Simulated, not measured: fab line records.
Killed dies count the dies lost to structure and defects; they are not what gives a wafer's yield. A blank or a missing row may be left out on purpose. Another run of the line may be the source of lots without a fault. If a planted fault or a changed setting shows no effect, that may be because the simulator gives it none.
Lot-split experiment -- flow n5-finfet -- 7 lots, 21 wafers read, on a route of 1938 steps

## SPLIT DETAILS
At N5_BEOL_M5_COAT_05 (resist thk 30 nm), the setting spin-rpm was moved away from the recipe's 1500 rpm on 5 of the 21 wafers read, by -7.3% to +10.4%. This setting was run at the recipe's value on the other wafers.

## FROM THE SPLIT TO THE READING: what the file shows between them, 4 steps
- N5_BEOL_M5_EBR_07
- N5_BEOL_M5_SOFTBAKE_06: time 60 s
- N5_BEOL_M5_EXPOSE_08: exposes mask M5, target cd 28 nm
- N5_BEOL_M5_PEB_09: peb time 60 s

## THE READING
CAR-EUV_of_BEOL_M5_COAT_05.thk-nm (the simulator's own value, which no gauge read), in nm, at N5_BEOL_M5_DEVELOP_10 (develop time 30 s). The file does not state a usual value for it. Here, 16 wafers ran the recipe; their average is 29.6 nm with a standard deviation of 0.13 nm.

wafer,"tool, chamber at the split","spin-rpm as run, rpm",against the recipe,"CAR-EUV_of_BEOL_M5_COAT_05.thk-nm, nm",against lot-mates on the recipe
L083.1,"litho-track-02, 0",1500,recipe,29.8,-
L083.3,"litho-track-02, 0",1500,recipe,29.8,-
L083.4,"litho-track-02, 0",1500,recipe,29.8,-
L082.1,"litho-track-02, 0",1500,recipe,29.6,-
L082.4,"litho-track-02, 0",1500,recipe,29.6,-
L082.5,"litho-track-02, 0",1500,recipe,29.6,-
L084.1,"litho-track-02, 0",1500,recipe,29.6,-
L084.2,"litho-track-02, 0",1500,recipe,29.8,-
L084.6,"litho-track-02, 0",1500,recipe,29.8,-
L085.1,"litho-track-02, 0",1391,-7.3%,30.8,+1.2
L085.2,"litho-track-02, 0",1391,-7.3%,30.8,+1.2
L085.4,"litho-track-02, 0",1500,recipe,29.6,-
L087.1,"litho-track-03, 0",1500,recipe,29.6,-
L087.5,"litho-track-03, 0",1500,recipe,29.6,-
L087.2,"litho-track-03, 0",1500,recipe,29.4,-
L095.1,"litho-track-01, 0",1656,+10.4%,28,-1.4
L095.6,"litho-track-01, 0",1656,+10.4%,28,-1.4
L095.3,"litho-track-01, 0",1500,recipe,29.4,-
L097.1,"litho-track-03, 0",1500,recipe,29.6,-
L097.2,"litho-track-03, 0",1500,recipe,29.6,-
L097.4,"litho-track-03, 0",1417,-5.5%,30.4,+0.8

THE FIT
A straight line over all 21 wafers: CAR-EUV_of_BEOL_M5_COAT_05.thk-nm changes by -0.156 nm for each +1% of spin-rpm; r = -0.98; the points scatter about the line by 0.12 nm.
The same after taking each lot's own level away (the mean of its wafers on the recipe; 21 wafers): -0.145 nm for each +1%; r = -0.99; scatter 0.075 nm.
The reading moves by 1.5 nm for the largest change in spin-rpm, on that fit.
Measured against the standard deviation above, the lots' own levels, which go from 29.40 to 29.80 nm, span 3.2 times it.
The two slopes agree, so the slope changes little with the lot-to-lot level.
Check: with one of the wafers moved furthest among these (+10.4%) left out of the fit, the line predicts -1.52 nm for it against its lot-mates. It came out at -1.4 nm against them.

## OTHER SPLITS APPLIED TO THESE WAFERS
Note: prior to the reading, these wafers also went through further splits. Each is held against what the fit with the lots' levels taken away leaves over:
other split on the same wafers,wafers away from the commonest value,r with CAR-EUV_of_BEOL_M5_COAT_05.thk-nm (lot level and that fit taken away)
N5_BEOL_M1_COAT_61 spin-rpm,6,-0.08
N5_BEOL_M2_DESCUM_33 time-s,8,+0.17
N5_BEOL_M2_TRENCH_ETCH_37 source-w,4,+0.38
N5_BEOL_M3_TRENCH_ETCH_37 time-s,5,-0.02
N5_BEOL_M4_COAT_05 spin-rpm,7,+0.15

## THE WHOLE CHAIN: every reading that the file lists as answering this split, in the file's order
step,what it does,reading,change (the file's fit),r (the file's)
N5_BEOL_M5_COAT_05,resist thk 30 nm,"CAR-EUV_of_BEOL_M5_COAT_05.thk-nm (the simulator's own value, which no gauge read)",-0.146 nm for each +1% of the setting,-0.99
N5_BEOL_M5_DEVELOP_10,develop time 30 s,"CAR-EUV_of_BEOL_M5_COAT_05.thk-nm (the simulator's own value, which no gauge read)",-0.145 nm for each +1% of the setting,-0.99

## THE FILE'S OWN FIT
CAR-EUV_of_BEOL_M5_COAT_05.thk-nm changes by -0.145 nm for each +1% of spin-rpm, r = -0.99.
